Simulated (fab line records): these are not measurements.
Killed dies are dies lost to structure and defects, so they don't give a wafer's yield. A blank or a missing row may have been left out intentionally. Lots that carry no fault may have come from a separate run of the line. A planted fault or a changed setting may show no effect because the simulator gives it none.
A lot that was struck, set against a sound lot / flow n5Finfet / 35 out of 1938 route steps
Sound: the wafers L667.1, L667.2, L667.5. Struck: wafer L675.3. (L675.2, L675.4 of the same lot were not struck and are left out.) The cause comes at the end.
For every step that has rows: the tool of each side, followed by ch and its chambers, followed by its first start. Under that, the readings that differ: sound wafers / struck wafers / difference of the means / sigmas: that difference in standard deviations of wafers without a fault.
alike: words and numbers the same on both sides, and readings whose means are apart by under 2 such deviations; not compared: readings that were withheld, readings missing a value for some wafer, numbers with overlapping values and no deviation given by the record, and bounds like >300 which may hide the same value.
Wherever a step has rows on one side only, a row that says differs or no value, or a row with sigmas, the two part there. Non-overlapping numbers with no deviation appear without sigmas and do not part them. A reading missing from all wafers of one side parts the sides only when that side holds two or more wafers.

first, 9 steps without rows for these wafers: N5_MOL_CONTACT_COAG_PRECLEAN_127 (cleans in DIW, time 57.5 s); N5_MOL_CONTACT_COAG_SRD_128 (dry time 32 s); N5_MOL_CONTACT_COAG_CMP_52 (polishes, stops on SiO2, t overpolish 1.5 s, target thk 66.5 nm); N5_MOL_CONTACT_COAG_ANNEAL_112 (time 1800 s); N5_BEOL_M0_SAQP_PECVD_00 (deposits SiCN from 3MS/NH3, target thk 8 nm, time 14 s); N5_BEOL_M0_SAQP_ILD_DEP_01 (deposits SiOC from DEMS/O2, target thk 45.419 nm, time 8.7 s); N5_BEOL_M0_SAQP_HM_DEP_02 (deposits TiN, target thk 12 nm); N5_BEOL_M0_SAQP_PECVD_03 (deposits SiCN from 3MS/NH3, target thk 12 nm, time 21.1 s); N5_BEOL_M0_SAQP_PECVD_96 (deposits a-Si from SiH4/He, target thk 45 nm, time 45.2 s).
N5_BEOL_M0_SAQP_PECVD_97: deposits SiNx from SiH4/NH3/N2, target thk 23 nm, time 19.9 s.
  sound on pecvd-03 ch 0,2, day 6 02:02; struck on pecvd-03 ch 2, day 8 16:08
  alike: heaterPowerOuterW, heaterPowerW, showerheadPlenumPTorr, throttleValvePct
then, 24 steps without rows for these wafers: N5_BEOL_M0_SAQP_PECVD_04 (deposits a-Si from SiH4/He, target thk 60 nm, time 60.2 s); N5_BEOL_M0_SAQP_HM_DEP_111 (deposits SiO2 from SiH4/N2O, target thk 12 nm, time 7.2 s); N5_BEOL_M0_SAQP_COAT_81 (time 60 s, resist thk 100 nm); N5_BEOL_M0_SAQP_COAT_82 (time 60 s, resist thk 30 nm); N5_BEOL_M0_SAQP_COAT_08 (resist thk 90 nm); N5_BEOL_M0_SAQP_EBR_10; N5_BEOL_M0_SAQP_SOFTBAKE_09 (time 60 s); N5_BEOL_M0_SAQP_EXPOSE_11 (exposes mask M0 CORE, target cd 42 nm); N5_BEOL_M0_SAQP_PEB_12 (peb time 60 s); N5_BEOL_M0_SAQP_DEVELOP_13 (develop time 30 s); N5_BEOL_M0_SAQP_DESCUM_19 (chemistry O2, time 7.9 s); N5_BEOL_M0_SAQP_ETCH_83 (etches SiARC in CF4, target depth 39 nm, time 65 s); N5_BEOL_M0_SAQP_ETCH_84 (etches SOC in N2/H2, target depth 100 nm, overetch 20 nm, time 150 s); N5_BEOL_M0_SAQP_STRIP_80 (strips in N2/H2); N5_BEOL_M0_SAQP_HM_OPEN_112 (chemistry CHF3/O2, target SiO2, stops on a-Si, target depth 12 nm, time 13.5 s); N5_BEOL_M0_SAQP_STRIP_113 (strips in CHF3/O2); N5_BEOL_M0_SAQP_MANDREL_ETCH_20 (etches a-Si in HBr/Cl2, stops on SiNx, target depth 60 nm, bt time 10 s, time 30 s); N5_BEOL_M0_SAQP_STRIP_86 (strips in N2/H2); N5_BEOL_M0_SAQP_STRIP_115 (strips in post etch residue remover, time 60 s); N5_BEOL_M0_SAQP_SRD_93 (time 30 s); N5_BEOL_M0_SAQP_RECESS_114 (chemistry HF/NH3, target SiO2, target depth 14.4 nm, afs cycles 3, sublimation time 60 s); N5_BEOL_M0_SAQP_SPACER1_ALD_98 (deposits SiO2, target thk 12.8 nm, pulse time 1 s, purge time 2 s); N5_BEOL_M0_SAQP_SPACER1_ETCHBACK_99 (etches SiO2 in CHF3/O2, target depth 15.4 nm, time 7.7 s); N5_BEOL_M0_SAQP_MANDREL1_REMOVE_100 (chemistry HBr/Cl2/O2, target a-Si, stops on SiNx, bt time 10 s).
-- here the record skips 7 days between the struck wafers' starts before and after, leaving off in module BEOL_M0_SAQP and picking up in module PASSIVATION (first step shown: number 1936 of the route) --
N5_PASSIVATION_PROBE_49:
  sound on prober-02 at day 12 16:20; struck on prober-02 at day 15 23:15
reading=killedOnRim; sound=13 15 9; struck=25; difference=+13; sigmas=+3
  alike: defectLimitedYield, killed_at_M0_to_M3, killed_at_M4_up, killedAtContacts, killedAtFrontEnd, killedAtOther, killedDies, killedOpen, killedShort, sort_bin_5_function, sort_bin_6_memory, sort_bin_8_speed, sortNPass, sortYieldPct

WHERE THEY PART
Only at N5_PASSIVATION_PROBE_49, as far as this record shows.

WHY: what the simulator had put in
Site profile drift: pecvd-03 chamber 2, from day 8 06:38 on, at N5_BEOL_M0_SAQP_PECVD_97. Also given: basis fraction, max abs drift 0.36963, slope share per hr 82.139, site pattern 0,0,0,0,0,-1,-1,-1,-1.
